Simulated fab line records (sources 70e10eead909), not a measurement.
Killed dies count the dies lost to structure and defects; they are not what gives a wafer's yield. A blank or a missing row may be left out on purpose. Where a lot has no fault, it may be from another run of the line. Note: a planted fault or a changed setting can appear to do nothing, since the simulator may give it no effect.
Matching of chambers | flow nandHarc | NHARC_A_CHANNEL_FILL_D1_ALD_16 on aldHk-01 has 4 sister chambers
The step deposits SiO2, target thk 1.5 nm, pulse time 10 s, ald cycles 15. 8 wafers are shown with their chamber, then 7 later ones without.

WAFERS, EACH WITH ITS CHAMBER
wafer  | chamber | heaterPowerW (W) | precursorPulseHeightRel
L684.6 | 0       | 449              | 1.000
L685.6 | 3       | 429              | 0.967
L701.2 | 2       | 453              | 0.972
L701.4 | 0       | 439              | 0.996
L703.5 | 1       | 501              | 1.015
L703.6 | 2       | 454              | 0.999
L704.1 | 1       | 501              | 0.989
L704.3 | 3       | 416              | 1.008

WAFERS MISSING THEIR CHAMBER
wafer  | heaterPowerW (W) | precursorPulseHeightRel
L704.6 | 458              | 0.979
L706.1 | 439              | 1.015
L706.2 | 421              | 0.963
L706.6 | 427              | 1.020
L707.1 | 466              | 0.981
L707.2 | 455              | 0.992
L707.3 | 501              | 0.975

EACH ONE'S CHAMBER
wafer  | from the rows above          | in truth
L704.6 | can't be placed: 2 or 0      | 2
L706.1 | can't be placed: 0 or 2 or 3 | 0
L706.2 | 3                            | 3
L706.6 | can't be placed: 3 or 0      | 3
L707.1 | can't be placed: 2 or 0      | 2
L707.2 | can't be placed: 2 or 0      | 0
L707.3 | 1                            | 1
Placed correctly: 2 of 7. These rows do not allow placing 5 (true chamber among the candidates in 5). 0 placed wrongly.
How it was worked out, from the rows above alone: a wafer's distance from a chamber is the root of the sum, over the readings, of the square of ((its reading less the chamber's mean) divided by the reading's scatter). If the next closest chamber is less than 2 further off than the closest, the wafer can't be placed; otherwise it belongs to the closest. The mean given for a chamber averages the wafers shown for that chamber. The scatter is the square root of a quotient: the sum, over the shown wafers, of each reading's squared deviation from its chamber's mean, divided by wafers minus chambers.
